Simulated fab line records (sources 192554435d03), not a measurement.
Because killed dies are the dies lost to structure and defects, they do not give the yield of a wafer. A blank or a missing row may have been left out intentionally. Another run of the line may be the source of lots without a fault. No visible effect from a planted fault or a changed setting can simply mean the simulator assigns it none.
2 desks looking at one fault	flow n5-finfet	only its own numbers are on each desk; what lay behind them is given at the end

THE METROLOGY DESK
Lot by lot, what the gauges showed, no matter which tool ran the lot: averages of those sampled wafers that carry a number. Any lot whose mean is over 4 standard deviations away from the usual mean is out of limits and marked OUT; that distance is given in the brackets. Of its 11 readings 7 are shown: the one that was out of limits first, and those that lie furthest out on some lot.
Columns: A = VIA_MOL_THK at N5_MOL_CONTACT_COAG_THK_MEAS_53, usual 43.8 nm; B = DIBL_P at N5_BEOL_M4_RC_MEAS_101, usual 36.1 mV/V; C = IOFF_P at N5_BEOL_M4_RC_MEAS_101, usual 0.22 nA/um; D = ION_N at N5_BEOL_M4_RC_MEAS_101, usual 672 uA/um; E = ION_P at N5_BEOL_M4_RC_MEAS_101, usual 463 uA/um; F = SS_P at N5_BEOL_M4_RC_MEAS_101, usual 73.2 mV/dec; G = VT_P at N5_BEOL_M4_RC_MEAS_101, usual -250 mV
lot	first seen here	A	B	C	D	E	F	G
L907	day 5 05:17	44.4	37.2	0.17	664	449	72.9	-255
L908	day 5 15:31	43.5	34.4	0.22	670	470	72.9	-248
L909	day 5 17:47	43.3	37.4	0.23	672	465	73.6	-250
L910	day 6 00:08	43.5	36.2	0.23	681	470	73.5	-249
L911	day 6 09:10	44.4	33.7	0.19	671	461	72.4	-250
L912	day 6 09:57	43.4	34.7	0.20	673	461	72.7	-249
L914	day 7 02:37	44.4	34.7	0.18	659	450	72.9	-255
L921	day 9 00:35	30.0 (-18) OUT	36.0	0.17	662	452	72.8	-256
L926	day 10 05:39	44.7	34.7	0.18	673	454	73.2	-252
L930	day 11 06:25	43.1	37.5	0.22	678	468	73.1	-248
This desk's finding: out of limits on L921; first on L921, day 9 00:35 (VIA_MOL_THK at N5_MOL_CONTACT_COAG_THK_MEAS_53). Within limits: L907, L908, L909, L910, L911, L912, L914, L926, L930.

THE DEFECT DESK
Per lot, the means of the sampled wafers with a number show what the inspections along the route counted. Any lot whose mean is over 4 standard deviations away from the usual mean is out of limits and marked OUT; that distance is given in the brackets.
Columns: A = raw-defect-count at N5_MOL_CONTACT_COAG_INSPECT_97, usual 43
lot	first seen here	A
L907	day 5 08:22	45
L908	day 5 18:35	41
L909	day 5 21:34	41
L910	day 6 03:12	32
L912	day 6 14:23	64
L911	day 6 14:24	29
L914	day 7 05:54	36
L921	day 9 03:57	25
L926	day 10 08:43	43
L930	day 11 12:14	92
This desk found nothing out of limits on any of the 10 lots.

BROUGHT TOGETHER
The metrology desk could have raised an alarm at day 9 00:35, on L921.
Nothing out of limits was seen by the defect desk.
The defect desk has L921 on record, within its limits.
Every lot named ran N5_MOL_CONTACT_COAG_PECVD_31 on pecvd-04.

WHAT THE SIMULATOR HAD INSERTED
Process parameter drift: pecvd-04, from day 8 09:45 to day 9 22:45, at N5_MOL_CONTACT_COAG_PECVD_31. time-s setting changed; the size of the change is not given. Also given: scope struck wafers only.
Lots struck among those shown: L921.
Delay in hours, fault start to first out-of-limits reading, per desk: metrology desk 15.
